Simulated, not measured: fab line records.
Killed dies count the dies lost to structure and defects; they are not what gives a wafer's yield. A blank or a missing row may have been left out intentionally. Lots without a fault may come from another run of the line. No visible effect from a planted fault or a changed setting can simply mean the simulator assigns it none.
Lot-split experiment / flow n5_finfet / route with 1938 steps; 7 lots, 39 wafers read

== ABOUT THE SPLIT ==
At N5_DUMMY_GATE_ETCH_37 (etches SOC in N2/H2, target depth 60 nm, overetch 30 nm), the setting source_w was moved away from the recipe's 840 W on 12 of the 39 wafers read, by -12.2% to +4.9%. For the rest of the wafers, this setting stayed at what the recipe calls for.

The split's own step is where the reading is taken.

== THE READING ==
rf_vpp_V, in V, at N5_DUMMY_GATE_ETCH_37 (etches SOC in N2/H2, target depth 60 nm, overetch 30 nm). A value of 525 V with a standard deviation of 3.1 V is what fault-free wafers of this fab line usually give.

wafer=L079.1; tool, chamber at the split=rie_diel-05, 1; source_w as run, W=840; against the recipe=recipe; rf_vpp_V, V=529; against lot-mates on the recipe=-
wafer=L079.2; tool, chamber at the split=rie_diel-05, 2; source_w as run, W=840; against the recipe=recipe; rf_vpp_V, V=520; against lot-mates on the recipe=-
wafer=L079.3; tool, chamber at the split=rie_diel-05, 3; source_w as run, W=737.7; against the recipe=-12.2%; rf_vpp_V, V=547; against lot-mates on the recipe=+21
wafer=L079.4; tool, chamber at the split=rie_diel-05, 0; source_w as run, W=737.7; against the recipe=-12.2%; rf_vpp_V, V=550; against lot-mates on the recipe=+24
wafer=L079.5; tool, chamber at the split=rie_diel-05, 2; source_w as run, W=737.7; against the recipe=-12.2%; rf_vpp_V, V=541; against lot-mates on the recipe=+15
wafer=L079.6; tool, chamber at the split=rie_diel-05, 1; source_w as run, W=840; against the recipe=recipe; rf_vpp_V, V=529; against lot-mates on the recipe=-
wafer=L083.1; tool, chamber at the split=rie_diel-03, 3; source_w as run, W=758.8; against the recipe=-9.7%; rf_vpp_V, V=542; against lot-mates on the recipe=+18
wafer=L083.2; tool, chamber at the split=rie_diel-03, 1; source_w as run, W=758.8; against the recipe=-9.7%; rf_vpp_V, V=542; against lot-mates on the recipe=+18
wafer=L083.3; tool, chamber at the split=rie_diel-03, 2; source_w as run, W=758.8; against the recipe=-9.7%; rf_vpp_V, V=544; against lot-mates on the recipe=+20
wafer=L083.4; tool, chamber at the split=rie_diel-03, 0; source_w as run, W=840; against the recipe=recipe; rf_vpp_V, V=524; against lot-mates on the recipe=-
wafer=L083.5; tool, chamber at the split=rie_diel-03, 3; source_w as run, W=840; against the recipe=recipe; rf_vpp_V, V=524; against lot-mates on the recipe=-
wafer=L083.6; tool, chamber at the split=rie_diel-03, 2; source_w as run, W=840; against the recipe=recipe; rf_vpp_V, V=525; against lot-mates on the recipe=-
wafer=L085.1; tool, chamber at the split=rie_diel-04, 2; source_w as run, W=840; against the recipe=recipe; rf_vpp_V, V=521; against lot-mates on the recipe=-
wafer=L085.2; tool, chamber at the split=rie_diel-04, 0; source_w as run, W=780.4; against the recipe=-7.1%; rf_vpp_V, V=538; against lot-mates on the recipe=+14
wafer=L085.3; tool, chamber at the split=rie_diel-04, 3; source_w as run, W=840; against the recipe=recipe; rf_vpp_V, V=527; against lot-mates on the recipe=-
wafer=L085.4; tool, chamber at the split=rie_diel-04, 1; source_w as run, W=780.4; against the recipe=-7.1%; rf_vpp_V, V=540; against lot-mates on the recipe=+16
wafer=L085.5; tool, chamber at the split=rie_diel-04, 1; source_w as run, W=780.4; against the recipe=-7.1%; rf_vpp_V, V=542; against lot-mates on the recipe=+18
wafer=L085.6; tool, chamber at the split=rie_diel-04, 0; source_w as run, W=840; against the recipe=recipe; rf_vpp_V, V=524; against lot-mates on the recipe=-
wafer=L089.1; tool, chamber at the split=rie_diel-04, 3; source_w as run, W=840; against the recipe=recipe; rf_vpp_V, V=526; against lot-mates on the recipe=-
wafer=L089.2; tool, chamber at the split=rie_diel-04, 1; source_w as run, W=840; against the recipe=recipe; rf_vpp_V, V=528; against lot-mates on the recipe=-
wafer=L089.3; tool, chamber at the split=rie_diel-04, 0; source_w as run, W=840; against the recipe=recipe; rf_vpp_V, V=524; against lot-mates on the recipe=-
wafer=L089.4; tool, chamber at the split=rie_diel-04, 2; source_w as run, W=840; against the recipe=recipe; rf_vpp_V, V=522; against lot-mates on the recipe=-
wafer=L089.5; tool, chamber at the split=rie_diel-04, 1; source_w as run, W=840; against the recipe=recipe; rf_vpp_V, V=526; against lot-mates on the recipe=-
wafer=L089.6; tool, chamber at the split=rie_diel-04, 2; source_w as run, W=840; against the recipe=recipe; rf_vpp_V, V=520; against lot-mates on the recipe=-
wafer=L091.1; tool, chamber at the split=rie_diel-04, 2; source_w as run, W=840; against the recipe=recipe; rf_vpp_V, V=521; against lot-mates on the recipe=-
wafer=L091.2; tool, chamber at the split=rie_diel-04, 1; source_w as run, W=840; against the recipe=recipe; rf_vpp_V, V=527; against lot-mates on the recipe=-
wafer=L091.3; tool, chamber at the split=rie_diel-04, 3; source_w as run, W=840; against the recipe=recipe; rf_vpp_V, V=526; against lot-mates on the recipe=-
wafer=L091.4; tool, chamber at the split=rie_diel-04, 0; source_w as run, W=840; against the recipe=recipe; rf_vpp_V, V=524; against lot-mates on the recipe=-
wafer=L091.5; tool, chamber at the split=rie_diel-04, 2; source_w as run, W=840; against the recipe=recipe; rf_vpp_V, V=521; against lot-mates on the recipe=-
wafer=L091.6; tool, chamber at the split=rie_diel-04, 3; source_w as run, W=840; against the recipe=recipe; rf_vpp_V, V=527; against lot-mates on the recipe=-
wafer=L093.2; tool, chamber at the split=rie_diel-03, 2; source_w as run, W=840; against the recipe=recipe; rf_vpp_V, V=524; against lot-mates on the recipe=-
wafer=L093.4; tool, chamber at the split=rie_diel-03, 2; source_w as run, W=840; against the recipe=recipe; rf_vpp_V, V=526; against lot-mates on the recipe=-
wafer=L093.6; tool, chamber at the split=rie_diel-03, 2; source_w as run, W=840; against the recipe=recipe; rf_vpp_V, V=527; against lot-mates on the recipe=-
wafer=L097.1; tool, chamber at the split=rie_diel-03, 0; source_w as run, W=881.5; against the recipe=+4.9%; rf_vpp_V, V=513; against lot-mates on the recipe=-11
wafer=L097.2; tool, chamber at the split=rie_diel-03, 2; source_w as run, W=840; against the recipe=recipe; rf_vpp_V, V=526; against lot-mates on the recipe=-
wafer=L097.3; tool, chamber at the split=rie_diel-03, 3; source_w as run, W=840; against the recipe=recipe; rf_vpp_V, V=524; against lot-mates on the recipe=-
wafer=L097.4; tool, chamber at the split=rie_diel-03, 1; source_w as run, W=881.5; against the recipe=+4.9%; rf_vpp_V, V=514; against lot-mates on the recipe=-10
wafer=L097.5; tool, chamber at the split=rie_diel-03, 0; source_w as run, W=840; against the recipe=recipe; rf_vpp_V, V=521; against lot-mates on the recipe=-
wafer=L097.6; tool, chamber at the split=rie_diel-03, 1; source_w as run, W=881.5; against the recipe=+4.9%; rf_vpp_V, V=515; against lot-mates on the recipe=-9

THE FIT
A straight line over all 39 wafers: rf_vpp_V changes by -1.9 V for each +1% of source_w; r = -0.96; the points scatter about the line by 2.7 V.
The same after taking each lot's own level away (the mean of its wafers on the recipe; 39 wafers): -1.84 V for each +1%; r = -0.95; scatter 2.7 V.
According to that fit, moving source_w by its largest amount changes the reading by 22 V.
Across the lots, their own levels run from 523.7 to 526.0 V, a range of 0.8 times the standard deviation given above.
Hence the lot-to-lot level has little effect on the slope; both slopes agree.
Check: for one of the wafers moved furthest among these (-12.2%), held out of the fit, the line's prediction against its lot-mates is +22.7 V. It came out at +21 V against them.
Tool readings at the split's step, against how far the setting was moved: rf_vpp_V r = -0.96.

== OTHER SPLITS ON THESE WAFERS ==
These wafers also went through other splits before the reading. Each is held against what the fit with the lots' levels taken away leaves over:
other split on the same wafers=N5_PMOS_HMC_CHANNEL_EPI_EPI_20 pressure_torr; wafers away from the commonest value=30; r with rf_vpp_V (lot level and that fit taken away)=-0.06
other split on the same wafers=N5_FIN_SAQP_ETCH_69 target_depth_a; wafers away from the commonest value=15; r with rf_vpp_V (lot level and that fit taken away)=+0.10

== THE FILE'S OWN FIT ==
rf_vpp_V changes by -1.83 V for each +1% of source_w, r = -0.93.
